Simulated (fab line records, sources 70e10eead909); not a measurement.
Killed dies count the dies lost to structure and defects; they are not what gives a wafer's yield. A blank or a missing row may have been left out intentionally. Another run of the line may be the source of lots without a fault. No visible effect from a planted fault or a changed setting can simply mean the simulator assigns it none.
What tool caused it? + flow nand_harc + Sampling: 12 lots, 36 wafers, 5 of 1302 route steps

WHAT THE GAUGES READ, wafer by wafer
NHARC_END_SORT_01. Usual: killed_at_array 59, standard deviation 16; killed_at_other 0.8, standard deviation 1.1; killed_at_periphery 3.6, standard deviation 2.4; killed_dies 64, standard deviation 16; killed_open 3.4, standard deviation 1.8; killed_short 2.5, standard deviation 1.6.
| lot  | measured     | on        | killed_at_array | killed_at_other | killed_at_periphery | killed_dies | killed_open | killed_short | flag |
|------|--------------|-----------|-----------------|-----------------|---------------------|-------------|-------------|--------------|------|
| L775 | day 27 08:58 | prober-01 | 70 47 48        | 0 0 0           | 444 459 481         | 514 506 529 | 1 7 0       | 2 3 0        | OFF  |
| L777 | day 29 18:06 | prober-02 | 64 60 52        | 1 3 0           | 416 422 430         | 481 485 482 | 5 2 3       | 1 1 0        | OFF  |
| L780 | day 29 18:07 | prober-01 | 21 37 39        | 0 1 0           | 430 405 436         | 451 443 475 | 1 4 2       | 1 1 5        | OFF  |

WHICH TOOL RAN EACH LOT (tool, then ch and the chambers of the sampled wafers, then the start)
| lot  | NHARC_P_GATE_EXPOSE_08            | NHARC_A_BONDPAD_ETCH_12                       | NHARC_A_BONDPAD_PVD_27                  | NHARC_THIN_TSV_ETCH_44             |
|------|-----------------------------------|-----------------------------------------------|-----------------------------------------|------------------------------------|
| L768 | krf_scanner-04 ch 0, day 4 08:21  | rie_diel-02 ch 1,2,3, day 23 22:29 or earlier | pvd_sputter-01, day 23 22:29 or earlier | rie_diel-13 ch 0,1, day 23 22:29   |
| L769 | krf_scanner-04 ch 0, day 4 22:23  | rie_diel-06 ch 0,3, day 24 12:19 or earlier   | pvd_sputter-01, day 24 12:19 or earlier | rie_diel-09 ch 0,2,3, day 24 12:19 |
| L770 | krf_scanner-04 ch 0, day 5 04:56  | rie_diel-02 ch 0,3, day 24 13:17 or earlier   | pvd_sputter-02, day 24 13:17 or earlier | rie_diel-13 ch 0,1, day 24 13:17   |
| L771 | krf_scanner-03 ch 0, day 5 12:25  | rie_diel-06 ch 0,2, day 24 17:25 or earlier   | pvd_sputter-03, day 24 17:25 or earlier | rie_diel-13 ch 0,2,3, day 24 17:25 |
| L772 | krf_scanner-04 ch 0, day 5 23:34  | rie_diel-06 ch 2,3, day 25 03:44 or earlier   | pvd_sputter-03, day 25 03:44 or earlier | rie_diel-04 ch 2,3, day 25 03:44   |
| L775 | krf_scanner-04 ch 0, day 7 12:24  | rie_diel-06 ch 0,1,3, day 26 14:21 or earlier | pvd_sputter-02, day 26 14:21 or earlier | rie_diel-13 ch 1,2, day 26 14:21   |
| L777 | krf_scanner-04 ch 0, day 8 13:32  | rie_diel-06 ch 0,1,3, day 28 18:06 or earlier | pvd_sputter-03, day 28 18:06 or earlier | rie_diel-13 ch 0,1,2, day 28 18:06 |
| L780 | krf_scanner-04 ch 0, day 9 06:52  | rie_diel-06 ch 0,1,3, day 28 22:24 or earlier | pvd_sputter-03, day 28 22:24 or earlier | rie_diel-09 ch 1,2,3, day 28 22:24 |
| L784 | krf_scanner-02 ch 0, day 11 04:34 | rie_diel-02 ch 1,2,3, day 30 22:44 or earlier | pvd_sputter-03, day 30 22:44 or earlier | rie_diel-13 ch 0,3, day 30 22:44   |
| L786 | krf_scanner-03 ch 0, day 11 17:41 | rie_diel-06 ch 0,2, day 31 04:54 or earlier   | pvd_sputter-02, day 31 04:54 or earlier | rie_diel-09 ch 0,1,2, day 31 04:54 |
| L789 | krf_scanner-03 ch 0, day 13 03:18 | rie_diel-06 ch 1,3, day 32 20:16 or earlier   | pvd_sputter-03, day 32 20:16 or earlier | rie_diel-13 ch 0,2,3, day 32 20:16 |
| L790 | krf_scanner-02 ch 0, day 13 13:10 | rie_diel-06 ch 1,2, day 32 21:31 or earlier   | pvd_sputter-03, day 32 21:31 or earlier | rie_diel-09 ch 0,2,3, day 32 21:31 |
- NHARC_P_GATE_EXPOSE_08: exposes mask P HV.
- NHARC_A_BONDPAD_ETCH_12: etches the open film in CHF3/O2, target depth 220 nm, time 110 s.
- NHARC_A_BONDPAD_PVD_27: deposits Cu, target thk 30 nm, time 20.49 s.
- NHARC_THIN_TSV_ETCH_44: etches the open film in CF4/O2, target depth 1594.2 nm, time 797.1 s.

WHAT THE TOOLS THEMSELVES READ (means of the sampled wafers that have a number; where no wafer has one, the mark that the record gives instead)
NHARC_P_GATE_EXPOSE_08. Usual: focus_offset_nm reads 0.0 nm (standard deviation 0.5).
| lot  | tool           | focus_offset_nm (nm) | flag |
|------|----------------|----------------------|------|
| L768 | krf_scanner-04 | 0.0                  |      |
| L769 | krf_scanner-04 | 0.4                  |      |
| L770 | krf_scanner-04 | 0.2                  |      |
| L771 | krf_scanner-03 | 0.2                  |      |
| L772 | krf_scanner-04 | -0.2                 |      |
| L775 | krf_scanner-04 | -0.9                 |      |
| L777 | krf_scanner-04 | 0.3                  |      |
| L780 | krf_scanner-04 | 0.4                  |      |
| L784 | krf_scanner-02 | 0.3                  |      |
| L786 | krf_scanner-03 | 0.1                  |      |
| L789 | krf_scanner-03 | 0.1                  |      |
| L790 | krf_scanner-02 | -0.5                 |      |

NHARC_A_BONDPAD_ETCH_12. Usual: drypump_motor_current_A 6.0 A, standard deviation 0.35; oes_product_au 0.948 a.u., standard deviation 0.021; rf_fwd_power_W 497.2 W, standard deviation 1.6; rf_vpp_V 370.7 V, standard deviation 2.1; showerhead_plenum_p_Torr 2.41 Torr, standard deviation 0.083; throttle_valve_pct 20.572 %, standard deviation 0.0083.
| lot  | tool        | drypump_motor_current_A (A) | oes_product_au (a.u.) | rf_fwd_power_W (W) | rf_vpp_V (V) | showerhead_plenum_p_Torr (Torr) | throttle_valve_pct (%) | flag |
|------|-------------|-----------------------------|-----------------------|--------------------|--------------|---------------------------------|------------------------|------|
| L768 | rie_diel-02 | 5.8                         | 0.914                 | 498.3              | 370.6        | 2.41                            | 20.577                 |      |
| L769 | rie_diel-06 | 6.2                         | 0.943                 | 496.2              | 371.9        | 2.45                            | 20.577                 |      |
| L770 | rie_diel-02 | 6.0                         | 0.930                 | 496.1              | 368.5        | 2.31                            | 20.570                 |      |
| L771 | rie_diel-06 | 6.0                         | 0.960                 | 496.5              | 371.4        | 2.43                            | 20.574                 |      |
| L772 | rie_diel-06 | 6.0                         | 0.963                 | 495.1              | 369.5        | 2.37                            | 20.570                 |      |
| L775 | rie_diel-06 | 6.2                         | 0.955                 | 499.0              | 370.9        | 2.42                            | 20.573                 |      |
| L777 | rie_diel-06 | 6.2                         | 0.965                 | 497.8              | 371.7        | 2.42                            | 20.567                 |      |
| L780 | rie_diel-06 | 6.2                         | 0.973                 | 497.3              | 371.0        | 2.42                            | 20.569                 |      |
| L784 | rie_diel-02 | 5.8                         | 0.913                 | 497.1              | 370.0        | 2.40                            | 20.571                 |      |
| L786 | rie_diel-06 | 6.0                         | 0.963                 | 497.3              | 371.9        | 2.48                            | 20.575                 |      |
| L789 | rie_diel-06 | 6.3                         | 0.942                 | 498.0              | 369.3        | 2.38                            | 20.575                 |      |
| L790 | rie_diel-06 | 6.1                         | 0.967                 | 498.2              | 370.0        | 2.40                            | 20.561                 |      |

NHARC_A_BONDPAD_PVD_27. Usual: throttle_valve_pct reads 30.2 % (standard deviation 1.4).
| lot  | tool           | throttle_valve_pct (%) | flag |
|------|----------------|------------------------|------|
| L768 | pvd_sputter-01 | 30.7                   |      |
| L769 | pvd_sputter-01 | 30.3                   |      |
| L770 | pvd_sputter-02 | 30.3                   |      |
| L771 | pvd_sputter-03 | 29.2                   |      |
| L772 | pvd_sputter-03 | 28.3                   |      |
| L775 | pvd_sputter-02 | 31.1                   |      |
| L777 | pvd_sputter-03 | 29.3                   |      |
| L780 | pvd_sputter-03 | 29.2                   |      |
| L784 | pvd_sputter-03 | 29.4                   |      |
| L786 | pvd_sputter-02 | 31.4                   |      |
| L789 | pvd_sputter-03 | 31.3                   |      |
| L790 | pvd_sputter-03 | 30.1                   |      |

NHARC_THIN_TSV_ETCH_44. Usual: drypump_motor_current_A 5.9 A, standard deviation 0.32; oes_product_au 1.001 a.u., standard deviation 0.0094; rf_fwd_power_W 299.6 W, standard deviation 0.86; rf_vpp_V 796 V, standard deviation 3.3; showerhead_plenum_p_Torr 1.86 Torr, standard deviation 0.054; throttle_valve_pct 16.914 %, standard deviation 0.0093.
| lot  | tool        | drypump_motor_current_A (A) | oes_product_au (a.u.) | rf_fwd_power_W (W) | rf_vpp_V (V) | showerhead_plenum_p_Torr (Torr) | throttle_valve_pct (%) | flag |
|------|-------------|-----------------------------|-----------------------|--------------------|--------------|---------------------------------|------------------------|------|
| L768 | rie_diel-13 | 6.1                         | 0.995                 | 299.9              | 792          | 1.80                            | 16.908                 |      |
| L769 | rie_diel-09 | 6.0                         | 0.997                 | 299.1              | 797          | 1.88                            | 16.913                 |      |
| L770 | rie_diel-13 | 6.1                         | 1.002                 | 300.6              | 792          | 1.80                            | 16.911                 |      |
| L771 | rie_diel-13 | 6.0                         | 0.998                 | 300.1              | 797          | 1.88                            | 16.923                 |      |
| L772 | rie_diel-04 | 5.5                         | 1.016                 | 300.0              | 795          | 1.85                            | 16.909                 |      |
| L775 | rie_diel-13 | 6.1                         | 1.015                 | 299.2              | 797          | 1.88                            | 16.906                 |      |
| L777 | rie_diel-13 | 6.1                         | 1.005                 | 299.7              | 796          | 1.85                            | 16.913                 |      |
| L780 | rie_diel-09 | 5.7                         | 1.017                 | 298.6              | 798          | 1.89                            | 16.925                 |      |
| L784 | rie_diel-13 | 6.0                         | 0.993                 | 299.2              | 796          | 1.85                            | 16.928                 |      |
| L786 | rie_diel-09 | 6.0                         | 1.002                 | 299.6              | 796          | 1.86                            | 16.904                 |      |
| L789 | rie_diel-13 | 6.0                         | 1.008                 | 299.2              | 797          | 1.88                            | 16.918                 |      |
| L790 | rie_diel-09 | 6.0                         | 0.997                 | 299.0              | 797          | 1.88                            | 16.916                 |      |

THE ANSWER, worked out from the rows above alone
Rule: a lot is off if the mean of its wafers that have a number lies more than 3 standard deviations from the usual mean. Also off: a lot with no number at a reading for which 4 or more lots have one. All remaining lots with rows at the step are treated as sound. Order of review: gauges by route order, followed by the tools' own readings, for which a lot's mean as printed above is used. At the first step where some lot is off, the reading lying furthest off is the one used; lots without a number count as furthest.
Off, at NHARC_END_SORT_01 on killed_at_periphery: L775, L777, L780. Neither off nor sound, because the step has no rows for them: L768, L769, L770, L771, L772, L784, L786, L789, L790.
If a tool, at a process step before that reading, ran all the lots that are off and no sound lot after the first of them, it fits. Gauges at NHARC_END_SORT_01: tried the same way as those tools. NHARC_A_BONDPAD_ETCH_12: start missing for some lots; hours and lot order therefore follow NHARC_THIN_TSV_ETCH_44. NHARC_A_BONDPAD_PVD_27: start missing for some lots; hours and lot order therefore follow NHARC_THIN_TSV_ETCH_44. Can't be told from this: 2 tools fit, krf_scanner-04 at NHARC_P_GATE_EXPOSE_08, rie_diel-06 at NHARC_A_BONDPAD_ETCH_12.

WHAT THE SIMULATOR HAD INSERTED
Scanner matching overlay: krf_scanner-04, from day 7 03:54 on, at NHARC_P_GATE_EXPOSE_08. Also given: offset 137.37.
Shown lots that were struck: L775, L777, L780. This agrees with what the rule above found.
